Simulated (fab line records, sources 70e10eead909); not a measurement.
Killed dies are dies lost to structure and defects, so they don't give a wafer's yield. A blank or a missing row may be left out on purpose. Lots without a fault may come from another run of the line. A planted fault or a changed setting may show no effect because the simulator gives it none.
Problem report in the 8D (eight disciplines) form, filled by code | flow nand_harc | the parts of the form that need people (team, actions taken, sign-off) are left out

1. THE PROBLEM
killed_at_array at NHARC_END_SORT_01 reads a mean of 671 on 6 wafers of 2 lots; wafers without a fault read 61 with a standard deviation of 26. That is +23 standard deviations from the usual mean.
First seen on wafer L396.2, day 27 02:58, on prober-01. The record holds 42 wafers of 14 lots with a number at this step. Rule for "out", or "out of limits": more than 4 standard deviations from the usual mean. The other wafers with a number count as sound.

2. WHAT IT IS AND WHAT IT IS NOT
question                    | is                           | is not
which readings at this step | killed_at_array, killed_dies | killed_at_other, killed_open, killed_short
which lots                  | L396, L397                   | L389, L390, L392, L401, L402, L404, L405, L407, L408, L410, L411, L412
which wafers of those lots  | all that have a number       | -
read on which gauges        | prober-01, prober-02         | -
when                        | from day 27 02:58            | up to then (9 sound wafers); but 27 sound wafers of L401, L402, L404, L405, L407, L408, L410, L411, L412 came after

3. SUSPECTS, AND WHAT RULES EACH OUT
Counting: a tool at a process step up to the reading stays a suspect if it ran every lot that is out and no sound lot after the first of them.
- the gauge at NHARC_END_SORT_01: ruled out. The wafers that are out were read on 2 gauges (prober-01, prober-02).
- pecvd_onon-01 at NHARC_A_ONON_D1_DEP_16 (target thk 1000 nm): ruled out as a lasting fault. Sound lots L401, L404, L408, L412 ran on it after its first lot that is out, L396 (day 10 21:20).
Left after counting: nothing in the record.

4. THE CAUSE (what the simulator had put in)
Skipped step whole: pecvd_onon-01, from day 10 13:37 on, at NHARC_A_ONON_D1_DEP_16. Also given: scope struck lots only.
Counting ruled it out, wrongly: the rule takes a fault to strike every lot that its tool runs from its start on, and this one did not.

5. THE CHAIN OF EFFECTS, in route order
Each row: a reading whose mean over the struck wafers that have a number lies more than 3 standard deviations from the usual. Only readings for which the record gives a usual standard deviation are gone through. hours: the time from each lot's start at the first step in this table that gives one to its start at this step, as a median over the lots. sigmas: the change in usual standard deviations.
hours | step              | reading         | usual | on struck wafers | change | sigmas
0     | NHARC_END_SORT_01 | killed_at_array | 61    | 671              | +610   | +23
0     | NHARC_END_SORT_01 | killed_dies     | 66    | 677              | +611   | +24
Readings that are blank on the struck wafers while sound wafers have them: n2_flow_sccm at NHARC_A_ONON_D1_DEP_16; n2o_flow_sccm at NHARC_A_ONON_D1_DEP_16.

6. WHAT WOULD HAVE CAUGHT IT SOONER
In this record the first reading out of limits at a measuring or inspecting step was taken at day 27 02:58, 397 hours after the fault began at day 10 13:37.
At NHARC_A_ONON_D1_DEP_16 the tool's readings are blank on the struck wafers, where sound wafers have them: an empty tool record is the first sign, and it was there at once.
